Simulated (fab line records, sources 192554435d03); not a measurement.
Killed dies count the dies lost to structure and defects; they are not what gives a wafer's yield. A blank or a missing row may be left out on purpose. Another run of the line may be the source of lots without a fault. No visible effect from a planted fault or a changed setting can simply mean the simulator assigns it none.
fab line records :: flow n5_finfet
[record]
  lots = 7
  wafers = 18
  last_day = 17
route steps=1938 shown BEOL_M15@1815
lots that met no fault: from a run of the same line without faults
start_h: start of the lot's first displayed wafer, in hours after the record's first day :: wait_h: time in hours since the lot's previous step :: " as in the row above :: L1.1+2: a row that stands for several wafers :: - either no value or no given start :: * or withheld: withheld :: < > ~ a bound
route shown NAME@n: names a module that has steps shown in the file, with the first one's number in the route :: usual: mean/standard deviation of fault-free wafers :: same: alike in all rows :: chamber/n: place in a boat :: sites: readings site by site :: _std_site: how widely they spread, as a standard deviation :: _edge_site: the outer-site mean with the inner-site mean subtracted :: radius_mm: how far each site lies from the wafer's centre :: mask NAME#n: copy n :: behind: the tool/chamber that last shaped the wafer :: hold: reason for holding the lot/hours on hold/outcome of the hold :: device: transistor that didn't switch, given as n, p or np :: end of line: at the end of the route, the tests of the same wafers :: step lacking rows: just its recipe :: killed: not the wafer's yield, but the dies lost to structure and defects at the first sort :: map: a wafer's dies, marking killed ones x, the rest . and places with no die _
set.NAME: the run value of the setting; set.NAME@STEP: its run value at that earlier step :: model.NAME: the simulator's own value behind a step, which no gauge read
lots seen at some steps along the route; tables by step, rows by wafer
services: the hour from which a tool's chamber was out of use, counted from the record's first day as start_h (under 0 if before that day), plus the number of hours and why
[[steps]]
[step N5_BEOL_M15_PRECLEAN_39]
[recipe]
  chemistry = residue_remover
  time_s = 60
  temp_c = 40
[step N5_BEOL_M15_SRD_40]
[recipe]
  time_s = 30
  temp_c = 23
  rinse_liquid = diw
  dry = n2_spin
  spin_rpm = 1500
  dry_time_s = 30
[step N5_BEOL_M15_DEGAS_41]
[recipe]
  ambient = vacuum
  temp_c = 300
  time_s = 60
[usual]
  heater_power_w = 457/26
lot.wafer: L362.2
tool: pvd_sputter-01
chamber: -
start_h: 259.82
wait_h: 0.0
heater_power_w: 478

lot.wafer: L362.3
tool: pvd_sputter-01
chamber: -
start_h: 259.82
wait_h: 0.0
heater_power_w: 454

lot.wafer: L362.6
tool: pvd_sputter-01
chamber: -
start_h: 259.82
wait_h: 0.0
heater_power_w: 456

lot.wafer: L366.1
tool: pvd_sputter-02
chamber: -
start_h: 293.03
wait_h: 0.3
heater_power_w: 445

lot.wafer: L366.3
tool: pvd_sputter-02
chamber: -
start_h: 293.03
wait_h: 0.3
heater_power_w: 491

lot.wafer: L366.5
tool: pvd_sputter-02
chamber: -
start_h: 293.03
wait_h: 0.3
heater_power_w: 449

lot.wafer: L373.3
tool: pvd_sputter-03
chamber: -
start_h: 338.26
wait_h: 0.4
heater_power_w: 468

lot.wafer: L373.4
tool: pvd_sputter-03
chamber: -
start_h: 338.26
wait_h: 0.4
heater_power_w: 500

lot.wafer: L377.1
tool: pvd_sputter-02
chamber: -
start_h: 353.57
wait_h: 0.2
heater_power_w: 426

lot.wafer: L377.4
tool: pvd_sputter-02
chamber: -
start_h: 353.57
wait_h: 0.2
heater_power_w: 484

lot.wafer: L379.1
tool: pvd_sputter-01
chamber: -
start_h: 355.04
wait_h: 0.4
heater_power_w: 438

lot.wafer: L379.2
tool: pvd_sputter-01
chamber: -
start_h: 355.04
wait_h: 0.4
heater_power_w: 441

lot.wafer: L379.6
tool: pvd_sputter-01
chamber: -
start_h: 355.04
wait_h: 0.4
heater_power_w: 469

lot.wafer: L376.1
tool: pvd_sputter-03
chamber: -
start_h: 356.91
wait_h: 0.2
heater_power_w: 464

lot.wafer: L376.3
tool: pvd_sputter-03
chamber: -
start_h: 356.91
wait_h: 0.2
heater_power_w: 485

lot.wafer: L383.4
tool: pvd_sputter-01
chamber: -
start_h: 393.35
wait_h: 0.8
heater_power_w: 383

lot.wafer: L383.5
tool: pvd_sputter-01
chamber: -
start_h: 393.35
wait_h: 0.8
heater_power_w: 385

lot.wafer: L383.6
tool: pvd_sputter-01
chamber: -
start_h: 393.35
wait_h: 0.8
heater_power_w: 473
[step N5_BEOL_M15_PRE_CLEAN_42]
[recipe]
  gas = H2/He
  time_s = 30
  temp_c = 300
[usual]
  heater_power_w = 457/25
lot.wafer: L362.2
tool: pvd_sputter-01
chamber: -
start_h: 259.86
wait_h: 0.0
heater_power_w: 452

lot.wafer: L362.3
tool: pvd_sputter-01
chamber: -
start_h: 259.86
wait_h: 0.0
heater_power_w: 451

lot.wafer: L362.6
tool: pvd_sputter-01
chamber: -
start_h: 259.86
wait_h: 0.0
heater_power_w: 455

lot.wafer: L366.1
tool: pvd_sputter-02
chamber: -
start_h: 293.07
wait_h: 0.0
heater_power_w: 436

lot.wafer: L366.3
tool: pvd_sputter-02
chamber: -
start_h: 293.07
wait_h: 0.0
heater_power_w: 494

lot.wafer: L366.5
tool: pvd_sputter-02
chamber: -
start_h: 293.07
wait_h: 0.0
heater_power_w: 452

lot.wafer: L373.3
tool: pvd_sputter-03
chamber: -
start_h: 338.30
wait_h: 0.0
heater_power_w: 478

lot.wafer: L373.4
tool: pvd_sputter-03
chamber: -
start_h: 338.30
wait_h: 0.0
heater_power_w: 487

lot.wafer: L377.1
tool: pvd_sputter-02
chamber: -
start_h: 353.61
wait_h: 0.0
heater_power_w: 434

lot.wafer: L377.4
tool: pvd_sputter-02
chamber: -
start_h: 353.61
wait_h: 0.0
heater_power_w: 485

lot.wafer: L379.1
tool: pvd_sputter-01
chamber: -
start_h: 355.08
wait_h: 0.0
heater_power_w: 445

lot.wafer: L379.2
tool: pvd_sputter-01
chamber: -
start_h: 355.08
wait_h: 0.0
heater_power_w: 455

lot.wafer: L379.6
tool: pvd_sputter-01
chamber: -
start_h: 355.08
wait_h: 0.0
heater_power_w: 470

lot.wafer: L376.1
tool: pvd_sputter-03
chamber: -
start_h: 356.95
wait_h: 0.0
heater_power_w: 461

lot.wafer: L376.3
tool: pvd_sputter-03
chamber: -
start_h: 356.95
wait_h: 0.0
heater_power_w: 492

lot.wafer: L383.4
tool: pvd_sputter-01
chamber: -
start_h: 393.39
wait_h: 0.0
heater_power_w: 394

lot.wafer: L383.5
tool: pvd_sputter-01
chamber: -
start_h: 393.39
wait_h: 0.0
heater_power_w: 387

lot.wafer: L383.6
tool: pvd_sputter-01
chamber: -
start_h: 393.39
wait_h: 0.0
heater_power_w: 460
[step N5_BEOL_M15_SPUTTER_43]
[recipe]
  material = TaN
  target_thk_a = 150
  temp_c = 50
  bias_v = 168.6
  power_w = 15000
  chamber_pressure_pa = 0.12
  time_s = 24.19
[step N5_BEOL_M15_SPUTTER_44]
[recipe]
  material = Ta
  target_thk_a = 150
  temp_c = 50
  bias_v = 80
  power_w = 15000
  chamber_pressure_pa = 0.07
  time_s = 24.19
[usual]
  bias_v = 80.0/0.83
  throttle_valve_pct = 29.8/1.2
lot.wafer: L362.2
tool: pvd_sputter-01
chamber: -
start_h: 259.98
wait_h: 0.0
bias_v: 80.0
throttle_valve_pct: 29.0

lot.wafer: L362.3
tool: pvd_sputter-01
chamber: -
start_h: 259.98
wait_h: 0.0
bias_v: 80.3
throttle_valve_pct: 30.9

lot.wafer: L362.6
tool: pvd_sputter-01
chamber: -
start_h: 259.98
wait_h: 0.0
bias_v: 80.4
throttle_valve_pct: 30.9

lot.wafer: L366.1
tool: pvd_sputter-02
chamber: -
start_h: 293.19
wait_h: 0.0
bias_v: 80.4
throttle_valve_pct: 29.3

lot.wafer: L366.3
tool: pvd_sputter-02
chamber: -
start_h: 293.19
wait_h: 0.0
bias_v: 81.7
throttle_valve_pct: 27.8

lot.wafer: L366.5
tool: pvd_sputter-02
chamber: -
start_h: 293.19
wait_h: 0.0
bias_v: 80.6
throttle_valve_pct: 30.4

lot.wafer: L373.3
tool: pvd_sputter-03
chamber: -
start_h: 338.42
wait_h: 0.0
bias_v: 79.7
throttle_valve_pct: 28.6

lot.wafer: L373.4
tool: pvd_sputter-03
chamber: -
start_h: 338.42
wait_h: 0.0
bias_v: 79.4
throttle_valve_pct: 30.1

lot.wafer: L377.1
tool: pvd_sputter-02
chamber: -
start_h: 353.73
wait_h: 0.0
bias_v: 80.8
throttle_valve_pct: 29.0

lot.wafer: L377.4
tool: pvd_sputter-02
chamber: -
start_h: 353.73
wait_h: 0.0
bias_v: 79.9
throttle_valve_pct: 27.6

lot.wafer: L379.1
tool: pvd_sputter-01
chamber: -
start_h: 355.21
wait_h: 0.0
bias_v: 79.3
throttle_valve_pct: 30.6

lot.wafer: L379.2
tool: pvd_sputter-01
chamber: -
start_h: 355.21
wait_h: 0.0
bias_v: 79.7
throttle_valve_pct: 30.9

lot.wafer: L379.6
tool: pvd_sputter-01
chamber: -
start_h: 355.21
wait_h: 0.0
bias_v: 80.8
throttle_valve_pct: 29.0

lot.wafer: L376.1
tool: pvd_sputter-03
chamber: -
start_h: 357.07
wait_h: 0.0
bias_v: 81.3
throttle_valve_pct: 28.3

lot.wafer: L376.3
tool: pvd_sputter-03
chamber: -
start_h: 357.07
wait_h: 0.0
bias_v: 80.4
throttle_valve_pct: 29.6

lot.wafer: L383.4
tool: pvd_sputter-01
chamber: -
start_h: 393.52
wait_h: 0.0
bias_v: 81.2
throttle_valve_pct: 29.5

lot.wafer: L383.5
tool: pvd_sputter-01
chamber: -
start_h: 393.52
wait_h: 0.0
bias_v: 80.8
throttle_valve_pct: 29.3

lot.wafer: L383.6
tool: pvd_sputter-01
chamber: -
start_h: 393.52
wait_h: 0.0
bias_v: 79.5
throttle_valve_pct: 28.7
[step N5_BEOL_M15_SPUTTER_45]
[recipe]
  material = Cu
  target_thk_a = 1000
  temp_c = -20
  bias_v = 60
  power_w = 26000
  chamber_pressure_pa = 0.13
  time_s = 16.67
[usual]
  bias_v = 59.9/0.67
  chuck_gas_flow_sccm = 1.25/0.056
  throttle_valve_pct = 29.8/1.2
lot.wafer: L362.2
tool: pvd_sputter-01
chamber: -
start_h: 260.06
wait_h: 0.0
bias_v: 60.9
chuck_gas_flow_sccm: 1.31
throttle_valve_pct: 29.0

lot.wafer: L362.3
tool: pvd_sputter-01
chamber: -
start_h: 260.06
wait_h: 0.0
bias_v: 60.3
chuck_gas_flow_sccm: 1.35
throttle_valve_pct: 30.8

lot.wafer: L362.6
tool: pvd_sputter-01
chamber: -
start_h: 260.06
wait_h: 0.0
bias_v: 58.4
chuck_gas_flow_sccm: 1.25
throttle_valve_pct: 31.1

lot.wafer: L366.1
tool: pvd_sputter-02
chamber: -
start_h: 293.27
wait_h: 0.0
bias_v: 60.5
chuck_gas_flow_sccm: 1.25
throttle_valve_pct: 29.0

lot.wafer: L366.3
tool: pvd_sputter-02
chamber: -
start_h: 293.27
wait_h: 0.0
bias_v: 59.7
chuck_gas_flow_sccm: 1.22
throttle_valve_pct: 27.6

lot.wafer: L366.5
tool: pvd_sputter-02
chamber: -
start_h: 293.27
wait_h: 0.0
bias_v: 59.5
chuck_gas_flow_sccm: 1.28
throttle_valve_pct: 30.7

lot.wafer: L373.3
tool: pvd_sputter-03
chamber: -
start_h: 339.07
wait_h: 0.6
bias_v: 61.2
chuck_gas_flow_sccm: 1.28
throttle_valve_pct: 28.5

lot.wafer: L373.4
tool: pvd_sputter-03
chamber: -
start_h: 339.07
wait_h: 0.6
bias_v: 60.1
chuck_gas_flow_sccm: 1.25
throttle_valve_pct: 30.0

lot.wafer: L377.1
tool: pvd_sputter-02
chamber: -
start_h: 353.81
wait_h: 0.0
bias_v: 60.4
chuck_gas_flow_sccm: 1.42
throttle_valve_pct: 29.3

lot.wafer: L377.4
tool: pvd_sputter-02
chamber: -
start_h: 353.81
wait_h: 0.0
bias_v: 59.5
chuck_gas_flow_sccm: 1.31
throttle_valve_pct: 27.7

lot.wafer: L379.1
tool: pvd_sputter-01
chamber: -
start_h: 355.30
wait_h: 0.0
bias_v: 60.1
chuck_gas_flow_sccm: 1.23
throttle_valve_pct: 30.6

lot.wafer: L379.2
tool: pvd_sputter-01
chamber: -
start_h: 355.30
wait_h: 0.0
bias_v: 59.8
chuck_gas_flow_sccm: 1.27
throttle_valve_pct: 31.0

lot.wafer: L379.6
tool: pvd_sputter-01
chamber: -
start_h: 355.30
wait_h: 0.0
bias_v: 59.8
chuck_gas_flow_sccm: 1.25
throttle_valve_pct: 29.3

lot.wafer: L376.1
tool: pvd_sputter-03
chamber: -
start_h: 357.15
wait_h: 0.0
bias_v: 59.0
chuck_gas_flow_sccm: 1.26
throttle_valve_pct: 28.5

lot.wafer: L376.3
tool: pvd_sputter-03
chamber: -
start_h: 357.15
wait_h: 0.0
bias_v: 60.2
chuck_gas_flow_sccm: 1.28
throttle_valve_pct: 29.8

lot.wafer: L383.4
tool: pvd_sputter-01
chamber: -
start_h: 393.61
wait_h: 0.0
bias_v: 60.1
chuck_gas_flow_sccm: 1.32
throttle_valve_pct: 29.3

lot.wafer: L383.5
tool: pvd_sputter-01
chamber: -
start_h: 393.61
wait_h: 0.0
bias_v: 59.3
chuck_gas_flow_sccm: 1.20
throttle_valve_pct: 29.5

lot.wafer: L383.6
tool: pvd_sputter-01
chamber: -
start_h: 393.61
wait_h: 0.0
bias_v: 59.1
chuck_gas_flow_sccm: 1.17
throttle_valve_pct: 29.3
[step N5_BEOL_M15_ECD_47]
[recipe]
  material = Cu
  target_thk_a = 18600
[step N5_BEOL_M15_ANNEAL_48]
[recipe]
  temp_c = 225
  time_s = 90
  ambient = N2
[usual]
  wafer_temp_C_max = 225.78/0.21
lot.wafer: L362.2
tool: rtp_anneal-02
chamber: 0
start_h: 260.78
wait_h: 0.5
wafer_temp_C_max: 225.51

lot.wafer: L362.3
tool: rtp_anneal-02
chamber: 0
start_h: 260.78
wait_h: 0.5
wafer_temp_C_max: 225.81

lot.wafer: L362.6
tool: rtp_anneal-02
chamber: 0
start_h: 260.78
wait_h: 0.5
wafer_temp_C_max: 225.90

lot.wafer: L366.1
tool: rtp_anneal-02
chamber: 0
start_h: 293.80
wait_h: 0.3
wafer_temp_C_max: 225.80

lot.wafer: L366.3
tool: rtp_anneal-02
chamber: 0
start_h: 293.80
wait_h: 0.3
wafer_temp_C_max: 225.81

lot.wafer: L366.5
tool: rtp_anneal-02
chamber: 0
start_h: 293.80
wait_h: 0.3
wafer_temp_C_max: 226.08

lot.wafer: L373.3
tool: rtp_anneal-02
chamber: 0
start_h: 339.59
wait_h: 0.2
wafer_temp_C_max: 225.90

lot.wafer: L373.4
tool: rtp_anneal-02
chamber: 0
start_h: 339.59
wait_h: 0.2
wafer_temp_C_max: 225.68

lot.wafer: L377.1
tool: rtp_anneal-02
chamber: 0
start_h: 354.17
wait_h: 0.2
wafer_temp_C_max: 225.56

lot.wafer: L377.4
tool: rtp_anneal-02
chamber: 0
start_h: 354.17
wait_h: 0.2
wafer_temp_C_max: 225.87

lot.wafer: L379.1
tool: rtp_anneal-02
chamber: 0
start_h: 355.66
wait_h: 0.2
wafer_temp_C_max: 225.75

lot.wafer: L379.2
tool: rtp_anneal-02
chamber: 0
start_h: 355.66
wait_h: 0.2
wafer_temp_C_max: 225.83

lot.wafer: L379.6
tool: rtp_anneal-02
chamber: 0
start_h: 355.66
wait_h: 0.2
wafer_temp_C_max: 225.47

lot.wafer: L376.1
tool: rtp_anneal-01
chamber: 0
start_h: 357.51
wait_h: 0.2
wafer_temp_C_max: 225.74

lot.wafer: L376.3
tool: rtp_anneal-01
chamber: 0
start_h: 357.51
wait_h: 0.2
wafer_temp_C_max: 225.80

lot.wafer: L383.4
tool: rtp_anneal-01
chamber: 0
start_h: 394.17
wait_h: 0.3
wafer_temp_C_max: 226.18

lot.wafer: L383.5
tool: rtp_anneal-01
chamber: 0
start_h: 394.17
wait_h: 0.3
wafer_temp_C_max: 225.91

lot.wafer: L383.6
tool: rtp_anneal-01
chamber: 0
start_h: 394.17
wait_h: 0.3
wafer_temp_C_max: 225.62
[step N5_BEOL_M15_CMP_49]
[recipe]
  stop_on = SiO2
  t_overpolish_s = 4.9
  down_force_psi = 2
  platen_rpm = 80
  clearing_platen_down_force_psi = 2
  clearing_platen_rpm = 80
  post_cmp_clean = cu_alkaline
  target_thk_nm = 850
  clearing_platen_pad_velocity_m_s = 1.5917
  pad_velocity_m_s = 1.5917
[step N5_BEOL_M15_THK_MEAS_50]
[recipe]
  thk_meas_gauge = xrf
  reads = Cu_of_BEOL_M15_ECD_47
[usual]
  M15_THK = 867/19
lot.wafer: L362.2
tool: film_metro-02
chamber: -
start_h: 261.32
wait_h: -
M15_THK[nm]: 849

lot.wafer: L362.3
tool: film_metro-02
chamber: -
start_h: 261.32
wait_h: -
M15_THK[nm]: 881

lot.wafer: L362.6
tool: film_metro-02
chamber: -
start_h: 261.32
wait_h: -
M15_THK[nm]: 845

lot.wafer: L366.1
tool: film_metro-02
chamber: -
start_h: 294.39
wait_h: -
M15_THK[nm]: 853

lot.wafer: L366.3
tool: film_metro-02
chamber: -
start_h: 294.39
wait_h: -
M15_THK[nm]: 851

lot.wafer: L366.5
tool: film_metro-02
chamber: -
start_h: 294.39
wait_h: -
M15_THK[nm]: 886

lot.wafer: L373.3
tool: film_metro-02
chamber: -
start_h: 340.11
wait_h: -
M15_THK[nm]: 859

lot.wafer: L373.4
tool: film_metro-02
chamber: -
start_h: 340.11
wait_h: -
M15_THK[nm]: 866

lot.wafer: L377.1
tool: film_metro-02
chamber: -
start_h: 354.76
wait_h: -
M15_THK[nm]: 871

lot.wafer: L377.4
tool: film_metro-02
chamber: -
start_h: 354.76
wait_h: -
M15_THK[nm]: 905

lot.wafer: L379.1
tool: film_metro-02
chamber: -
start_h: 356.25
wait_h: -
M15_THK[nm]: 846

lot.wafer: L379.2
tool: film_metro-02
chamber: -
start_h: 356.25
wait_h: -
M15_THK[nm]: 864

lot.wafer: L379.6
tool: film_metro-02
chamber: -
start_h: 356.25
wait_h: -
M15_THK[nm]: 889

lot.wafer: L376.1
tool: film_metro-02
chamber: -
start_h: 358.10
wait_h: -
M15_THK[nm]: 861

lot.wafer: L376.3
tool: film_metro-02
chamber: -
start_h: 358.10
wait_h: -
M15_THK[nm]: 887

lot.wafer: L383.4
tool: film_metro-01
chamber: -
start_h: 394.78
wait_h: -
M15_THK[nm]: 878

lot.wafer: L383.5
tool: film_metro-01
chamber: -
start_h: 394.78
wait_h: -
M15_THK[nm]: 857

lot.wafer: L383.6
tool: film_metro-01
chamber: -
start_h: 394.78
wait_h: -
M15_THK[nm]: 865
[step N5_BEOL_M15_PRE_CLEAN_52]
[recipe]
  gas = NH3
  time_s = 15
  temp_c = withheld
  rf_power_w = 300
[step N5_BEOL_M15_DEP_53]
[recipe]
  material = SiCN
  target_thk_a = 500
  temp_c = withheld
  precursor = 3MS/NH3
  pressure_torr = 3
  rf_w = 675
  time_s = 17.8
[usual]
  showerhead_plenum_p_Torr = 4.166/0.017
  throttle_valve_pct = 18.2/1
lot.wafer: L362.2
tool: pecvd-03
chamber: 0
start_h: 261.38
wait_h: 0.0
showerhead_plenum_p_Torr: 4.185
throttle_valve_pct: 16.7
model.SiCN_of_BEOL_M15_DEP_53.thk_nm: 49.8

lot.wafer: L362.3
tool: pecvd-03
chamber: 2
start_h: 261.38
wait_h: 0.0
showerhead_plenum_p_Torr: 4.174
throttle_valve_pct: 16.9
model.SiCN_of_BEOL_M15_DEP_53.thk_nm: 50.8

lot.wafer: L362.6
tool: pecvd-03
chamber: 1
start_h: 261.38
wait_h: 0.0
showerhead_plenum_p_Torr: 4.194
throttle_valve_pct: 18.2
model.SiCN_of_BEOL_M15_DEP_53.thk_nm: 51.4

lot.wafer: L366.1
tool: pecvd-02
chamber: 0
start_h: 294.45
wait_h: 0.0
showerhead_plenum_p_Torr: 4.158
throttle_valve_pct: 18.9
model.SiCN_of_BEOL_M15_DEP_53.thk_nm: 48.6

lot.wafer: L366.3
tool: pecvd-02
chamber: 1
start_h: 294.45
wait_h: 0.0
showerhead_plenum_p_Torr: 4.168
throttle_valve_pct: 19.0
model.SiCN_of_BEOL_M15_DEP_53.thk_nm: 49.8

lot.wafer: L366.5
tool: pecvd-02
chamber: 2
start_h: 294.45
wait_h: 0.0
showerhead_plenum_p_Torr: 4.160
throttle_valve_pct: 16.4
model.SiCN_of_BEOL_M15_DEP_53.thk_nm: 50.6

lot.wafer: L373.3
tool: pecvd-02
chamber: 0
start_h: 340.17
wait_h: 0.0
showerhead_plenum_p_Torr: 4.155
throttle_valve_pct: 18.9
model.SiCN_of_BEOL_M15_DEP_53.thk_nm: 46.6

lot.wafer: L373.4
tool: pecvd-02
chamber: 2
start_h: 340.17
wait_h: 0.0
showerhead_plenum_p_Torr: 4.168
throttle_valve_pct: 16.6
model.SiCN_of_BEOL_M15_DEP_53.thk_nm: 48.4

lot.wafer: L377.1
tool: pecvd-02
chamber: 2
start_h: 354.82
wait_h: 0.0
showerhead_plenum_p_Torr: 4.163
throttle_valve_pct: 16.2
model.SiCN_of_BEOL_M15_DEP_53.thk_nm: 48.8

lot.wafer: L377.4
tool: pecvd-02
chamber: 1
start_h: 354.82
wait_h: 0.0
showerhead_plenum_p_Torr: 4.142
throttle_valve_pct: 18.9
model.SiCN_of_BEOL_M15_DEP_53.thk_nm: 47

lot.wafer: L379.1
tool: pecvd-04
chamber: 0
start_h: 356.32
wait_h: 0.0
showerhead_plenum_p_Torr: 4.178
throttle_valve_pct: 18.2
model.SiCN_of_BEOL_M15_DEP_53.thk_nm: 48.8

lot.wafer: L379.2
tool: pecvd-04
chamber: 2
start_h: 356.32
wait_h: 0.0
showerhead_plenum_p_Torr: 4.147
throttle_valve_pct: 19.7
model.SiCN_of_BEOL_M15_DEP_53.thk_nm: 49.6

lot.wafer: L379.6
tool: pecvd-04
chamber: 1
start_h: 356.32
wait_h: 0.0
showerhead_plenum_p_Torr: 4.181
throttle_valve_pct: 17.6
model.SiCN_of_BEOL_M15_DEP_53.thk_nm: 50.4

lot.wafer: L376.1
tool: pecvd-02
chamber: 0
start_h: 358.16
wait_h: 0.0
showerhead_plenum_p_Torr: 4.171
throttle_valve_pct: 19.2
model.SiCN_of_BEOL_M15_DEP_53.thk_nm: 48.4

lot.wafer: L376.3
tool: pecvd-02
chamber: 2
start_h: 358.16
wait_h: 0.0
showerhead_plenum_p_Torr: 4.159
throttle_valve_pct: 16.5
model.SiCN_of_BEOL_M15_DEP_53.thk_nm: 47.2

lot.wafer: L383.4
tool: pecvd-03
chamber: 0
start_h: 394.86
wait_h: 0.0
showerhead_plenum_p_Torr: 4.187
throttle_valve_pct: 17.0
model.SiCN_of_BEOL_M15_DEP_53.thk_nm: 50.8

lot.wafer: L383.5
tool: pecvd-03
chamber: 2
start_h: 394.86
wait_h: 0.0
showerhead_plenum_p_Torr: 4.178
throttle_valve_pct: 16.9
model.SiCN_of_BEOL_M15_DEP_53.thk_nm: 51

lot.wafer: L383.6
tool: pecvd-03
chamber: 1
start_h: 394.86
wait_h: 0.0
showerhead_plenum_p_Torr: 4.212
throttle_valve_pct: 18.4
model.SiCN_of_BEOL_M15_DEP_53.thk_nm: 51
[step N5_BEOL_M15_RS_MEAS_54]
[recipe]
  thk_meas_gauge = four-point-probe
  reads = Cu_of_BEOL_M15_ECD_47+Ta_of_BEOL_M15_SPUTTER_44+TaN_of_BEOL_M15_SPUTTER_43
[usual]
  M15_RS = 0.0216/0.00045
lot.wafer: L362.2
tool: film_metro-02
chamber: -
start_h: 261.45
wait_h: 0.1
M15_RS[ohm/sq]: 0.0219

lot.wafer: L362.3
tool: film_metro-02
chamber: -
start_h: 261.45
wait_h: 0.1
M15_RS[ohm/sq]: 0.0211

lot.wafer: L362.6
tool: film_metro-02
chamber: -
start_h: 261.45
wait_h: 0.1
M15_RS[ohm/sq]: 0.0220

lot.wafer: L366.1
tool: film_metro-01
chamber: -
start_h: 294.52
wait_h: 0.0
M15_RS[ohm/sq]: 0.0218

lot.wafer: L366.3
tool: film_metro-01
chamber: -
start_h: 294.52
wait_h: 0.0
M15_RS[ohm/sq]: 0.0218

lot.wafer: L366.5
tool: film_metro-01
chamber: -
start_h: 294.52
wait_h: 0.0
M15_RS[ohm/sq]: 0.0210

lot.wafer: L373.3
tool: film_metro-01
chamber: -
start_h: 340.24
wait_h: 0.1
M15_RS[ohm/sq]: 0.0218

lot.wafer: L373.4
tool: film_metro-01
chamber: -
start_h: 340.24
wait_h: 0.1
M15_RS[ohm/sq]: 0.0216

lot.wafer: L377.1
tool: film_metro-01
chamber: -
start_h: 354.89
wait_h: 0.0
M15_RS[ohm/sq]: 0.0216

lot.wafer: L377.4
tool: film_metro-01
chamber: -
start_h: 354.89
wait_h: 0.0
M15_RS[ohm/sq]: 0.0207

lot.wafer: L379.1
tool: film_metro-01
chamber: -
start_h: 356.38
wait_h: 0.0
M15_RS[ohm/sq]: 0.0223

lot.wafer: L379.2
tool: film_metro-01
chamber: -
start_h: 356.38
wait_h: 0.0
M15_RS[ohm/sq]: 0.0216

lot.wafer: L379.6
tool: film_metro-01
chamber: -
start_h: 356.38
wait_h: 0.0
M15_RS[ohm/sq]: 0.0210

lot.wafer: L376.1
tool: film_metro-02
chamber: -
start_h: 358.23
wait_h: 0.0
M15_RS[ohm/sq]: 0.0218

lot.wafer: L376.3
tool: film_metro-02
chamber: -
start_h: 358.23
wait_h: 0.0
M15_RS[ohm/sq]: 0.0211

lot.wafer: L383.4
tool: film_metro-01
chamber: -
start_h: 394.91
wait_h: 0.0
M15_RS[ohm/sq]: 0.0217

lot.wafer: L383.5
tool: film_metro-01
chamber: -
start_h: 394.91
wait_h: 0.0
M15_RS[ohm/sq]: 0.0222

lot.wafer: L383.6
tool: film_metro-01
chamber: -
start_h: 394.91
wait_h: 0.0
M15_RS[ohm/sq]: 0.0219
[[services]]
tool: pecvd-02
chamber: 0
start_h: 251.39
hours: 5.1
kind: repair

tool: pecvd-04
chamber: 1
start_h: 287.78
hours: 2.1
kind: scheduled_down

tool: pvd_sputter-01
chamber: -
start_h: 346.24
hours: 2.4
kind: repair

tool: pecvd-04
chamber: 1
start_h: 383.66
hours: -
kind: clean

tool: pecvd-04
chamber: 1
start_h: 383.66
hours: -
kind: consumable_replace:showerhead
[[key]]
first_sign none at tools or gauges
[model_effect]
  step = N5_BEOL_M15_DEP_53
  value = SiCN_of_BEOL_M15_DEP_53.thk_nm
  without = 49.75
  struck = 47.3
met_at N5_BEOL_M15_DEP_53
struck_wafers L373.3,L373.4,L376.3,L377.4
onset_between 294.45 340.17
[fault]
  kind = process_parameter_drift
  tool = pecvd-02
  chamber = -
  onset_h = 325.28
  steps = N5_BEOL_M15_DEP_53
  channel = time_s
  offset = *
  shape = step
  end_h = 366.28
  scope = struck_wafers_only
  acts_in = *
  stated = *
